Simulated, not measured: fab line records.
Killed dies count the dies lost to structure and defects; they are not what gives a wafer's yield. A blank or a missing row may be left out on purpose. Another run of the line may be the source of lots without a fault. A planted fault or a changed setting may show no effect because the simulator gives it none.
Matching of chambers	flow n5Finfet	4 sister chambers for N5_BEOL_M9_ALD_74 on aldMetal-02
The step deposits TaN, target thk 2 nm, pulse time 2 s, purge time 3 s. 18 wafers are shown with their chamber, then 9 later ones without.

== WAFERS WITH THEIR CHAMBER ==
wafer	chamber	heaterPowerW (W)
L075.2	1	410
L075.4	2	415
L075.5	2	420
L080.1	1	417
L080.2	0	348
L080.4	3	480
L081.1	1	414
L081.2	0	358
L081.3	3	499
L082.1	3	488
L082.2	0	370
L082.6	2	416
L083.1	2	413
L083.2	0	366
L083.4	1	419
L087.2	2	412
L087.4	1	416
L087.6	3	497

SIGNATURES (averages over the wafers above)
reading	chamber 0	chamber 1	chamber 2	chamber 3	scatter within a chamber
heaterPowerW	360.50	415.20	415.20	491.00	6.54
Rule: a wafer's distance from a chamber is the root of the sum, over the readings, of the square of ((its reading less the chamber's mean) divided by the reading's scatter). If the next closest chamber is less than 2 further off than the closest, the wafer can't be placed; otherwise it belongs to the closest. The scatter: take each reading less its chamber's mean, square it, sum over the shown wafers, divide by the number of wafers less the number of chambers, and take the root.

== WAFERS WITH NO CHAMBER GIVEN ==
wafer	heaterPowerW (W)
L091.2	490
L091.3	408
L091.4	406
L093.2	360
L093.4	410
L093.6	362
L097.1	410
L097.4	483
L097.5	353

== WHICH CHAMBER EACH WENT THROUGH ==
wafer	from the rows above	in truth
L091.2	3	3
L091.3	can't be placed: 1 or 2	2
L091.4	can't be placed: 1 or 2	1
L093.2	0	0
L093.4	can't be placed: 1 or 2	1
L093.6	0	0
L097.1	can't be placed: 1 or 2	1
L097.4	3	3
L097.5	0	0
Correctly placed: 5 of 9. Cannot be placed on the basis of these rows: 4; the candidates contain the true chamber in 4. Wrongly placed: 0.
